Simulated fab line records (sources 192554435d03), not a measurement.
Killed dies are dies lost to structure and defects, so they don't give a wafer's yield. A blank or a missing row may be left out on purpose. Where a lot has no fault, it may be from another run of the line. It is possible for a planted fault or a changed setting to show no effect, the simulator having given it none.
A struck lot beside a sound one	flow n5-finfet	32 steps out of a route of 1938
Sound: these wafers, L246.1, L246.4, L246.5. The struck wafers were L254.1, L254.4, L254.6. At the end, the cause is stated.
At each step with rows: each side's tool, then ch and its chambers, then its first start. Under that, the readings that differ: sound wafers	struck wafers	difference of the means	sigmas: that difference in standard deviations of wafers without a fault.
alike: words and numbers the same on both sides, and readings whose means are apart by under 2 such deviations; not compared: readings that were withheld, readings missing a value for some wafer, numbers with overlapping values and no deviation given by the record, and bounds like >300 which may hide the same value.
The two part at a step that has a row with sigmas, a row that says differs or no value, or rows on one side only. Numbers that don't overlap but have no deviation are shown without sigmas and don't part them. A reading that every wafer of one side lacks parts them only if that side has two wafers or more.

first, 11 steps without rows for these wafers: N5_BEOL_M1_ANNEAL_89 (time 240 s); N5_BEOL_M1_SPUTTER_90 (material Cu, target thk 4.5 nm, time 8.29 s); N5_BEOL_M1_ANNEAL_91 (time 240 s); N5_BEOL_M1_SPUTTER_92 (material Cu, target thk 4.5 nm, time 8.29 s); N5_BEOL_M1_ANNEAL_93 (time 240 s); N5_BEOL_M1_SPUTTER_94 (material Cu, target thk 4.5 nm, time 8.29 s); N5_BEOL_M1_ANNEAL_95 (time 240 s); N5_BEOL_M1_SPUTTER_96 (material Cu, target thk 4.5 nm, time 8.29 s); N5_BEOL_M1_ECD_50 (material Cu, target thk 300 nm); N5_BEOL_M1_ANNEAL_51 (time 90 s); N5_BEOL_M1_CMP_52 (polishes, stops on SiOC, t overpolish 6.8 s, target thk 40 nm).
N5_BEOL_M1_PRE_CLEAN_60: time 15 s.
  sound on cvd-co-01 ch 1,2, day 10 05:42; struck on cvd-co-01 ch 1,2, day 12 15:55
  alike: heater-power-w
then, 3 steps without rows for these wafers: N5_BEOL_M1_CO_CAP_55 (material Co, precursor CCTBA/H2, target thk 2 nm, time 102.1 s); N5_BEOL_M1_PRE_CLEAN_56 (time 15 s); N5_BEOL_M1_DEP_57 (deposits SiCN from 3MS/NH3, target thk 8 nm, time 14 s).
N5_BEOL_M1_INSPECT_59: inspects for defects (darkfield).
  sound: defect-inspect-02 at day 10 05:57; struck: defect-inspect-01 at day 12 16:10
reading	sound	struck	difference	sigmas
raw-defect-count	110 92 136	1492 1524 1548	+1409	+59
then, 12 steps without rows for these wafers: N5_BEOL_M2_ILD_DEP_00 (deposits SiOC from DEMS/O2, target thk 79 nm, time 15.3 s); N5_BEOL_M2_PECVD_72 (deposits SiO2 from TEOS/O2, target thk 16 nm, time 18 s); N5_BEOL_M2_HM_DEP_02 (deposits TiN, target thk 20 nm); N5_BEOL_M2_COAT_61 (time 60 s, resist thk 60 nm); N5_BEOL_M2_COAT_62 (time 60 s, resist thk 12 nm); N5_BEOL_M2_COAT_73 (time 60 s, resist thk 5 nm); N5_BEOL_M2_COAT_05 (resist thk 30 nm); N5_BEOL_M2_EBR_07; N5_BEOL_M2_SOFTBAKE_06 (time 60 s); N5_BEOL_M2_EXPOSE_08 (exposes mask M2); N5_BEOL_M2_PEB_09 (peb time 60 s); N5_BEOL_M2_DEVELOP_10 (develop time 30 s).
N5_BEOL_M2_INSPECT_13: inspects for defects (brightfield).
  sound: defect-inspect-02 at day 10 07:06; struck: defect-inspect-02 at day 12 19:06
reading	sound	struck	difference	sigmas
raw-defect-count	491 552 618	1811 1844 1820	+1271	+15
then, 1 step without rows for these wafers: N5_BEOL_M2_DESCUM_16 (chemistry O2, time 7 s).
N5_BEOL_M4_RC_MEAS_101:
  sound on prober-02 ch 0, day 12 02:14; struck on prober-02 ch 0, day 14 04:15
reading	sound	struck	difference	sigmas
DIBL_P (mV/V)	37.0 35.6 37.4	33.9 32.9 32.5	-3.6	-2
  alike: DIBL_N, IOFF_N, IOFF_P, ION_N, ION_P, SS_N, SS_P, VT_N, VT_P
-- record jumps: 5 days separate the struck wafers' starts on either side; left off in module BEOL_M4, taken up again in module PASSIVATION, whose first shown step is the route's number 1936 --
N5_PASSIVATION_PROBE_49:
  the record has rows for the struck wafers here (prober-01, day 18 19:04) and none for the sound ones

WHERE THEY PART
At N5_BEOL_M1_INSPECT_59 first; at N5_PASSIVATION_PROBE_49 last (within this record only).

WHY: whatever the simulator had introduced
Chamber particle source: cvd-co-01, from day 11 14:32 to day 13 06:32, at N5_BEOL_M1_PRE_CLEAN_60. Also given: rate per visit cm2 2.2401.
